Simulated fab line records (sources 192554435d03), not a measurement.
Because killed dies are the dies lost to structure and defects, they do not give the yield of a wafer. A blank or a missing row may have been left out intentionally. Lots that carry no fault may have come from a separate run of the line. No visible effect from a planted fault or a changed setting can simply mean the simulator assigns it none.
Matching of chambers ; flow n5 finfet ; rie diel-06 running N5_BEOL_M1_DESCUM_16: 4 sister chambers
The step chemistry O2, time 7 s. 18 wafers are shown with their chamber, then 9 later ones without.

## WAFERS, EACH WITH ITS CHAMBER
wafer;chamber;showerhead plenum p Torr (Torr);drypump motor current A (A);throttle valve pct (%)
L076.1;0;2.02;5.2;20.60
L076.3;3;2.18;5.7;20.61
L076.6;0;2.02;5.2;20.60
L077.1;0;2.02;5.2;20.59
L077.4;2;2.17;5.6;20.39
L077.5;2;2.17;5.6;20.39
L083.1;0;2.02;5.2;20.61
L083.4;3;2.18;5.6;20.63
L083.5;3;2.18;5.6;20.64
L085.1;2;2.17;5.7;20.42
L085.4;1;2.07;6.5;20.54
L085.5;2;2.16;5.6;20.40
L086.1;0;2.02;5.1;20.62
L086.2;3;2.18;5.6;20.63
L086.4;1;2.07;6.6;20.52
L090.4;1;2.06;6.5;20.54
L090.5;1;2.06;6.5;20.54
L090.6;0;2.02;5.1;20.64

SIGNATURES (averages over the wafers above)
reading;chamber 0;chamber 1;chamber 2;chamber 3;scatter within a chamber
showerhead plenum p Torr;2.0200;2.0650;2.1675;2.1800;0.00354
drypump motor current A;5.167;6.525;5.625;5.625;0.0506
throttle valve pct;20.6100;20.5350;20.4000;20.6275;0.0146
Rule: for a wafer and a chamber, the distance is found by dividing, reading by reading, the gap between the wafer's reading and the chamber's mean by the reading's scatter, squaring, summing and taking the root. If the next closest chamber is less than 2 further off than the closest, the wafer can't be placed; otherwise it belongs to the closest. How the scatter is found: for the shown wafers, subtract from each reading the mean of its chamber, square and add these, divide the total by (wafers less chambers), then take the root.

## WAFERS MISSING THEIR CHAMBER
wafer;showerhead plenum p Torr (Torr);drypump motor current A (A);throttle valve pct (%)
L094.1;2.17;5.7;20.65
L094.2;2.16;5.6;20.45
L094.3;2.01;5.2;20.64
L096.1;2.17;5.6;20.66
L096.5;2.01;5.2;20.66
L096.6;2.06;6.5;20.55
L097.1;2.16;5.7;20.45
L097.3;2.17;5.6;20.66
L097.5;2.16;5.6;20.46

## CHAMBER TAKEN BY EACH
wafer;from the rows above;in truth
L094.1;3;3
L094.2;2;2
L094.3;0;0
L096.1;3;3
L096.5;0;0
L096.6;1;1
L097.1;2;2
L097.3;3;3
L097.5;2;2
Correctly placed: 9 of 9. Number that these rows cannot place: 0. 0 placed wrongly.
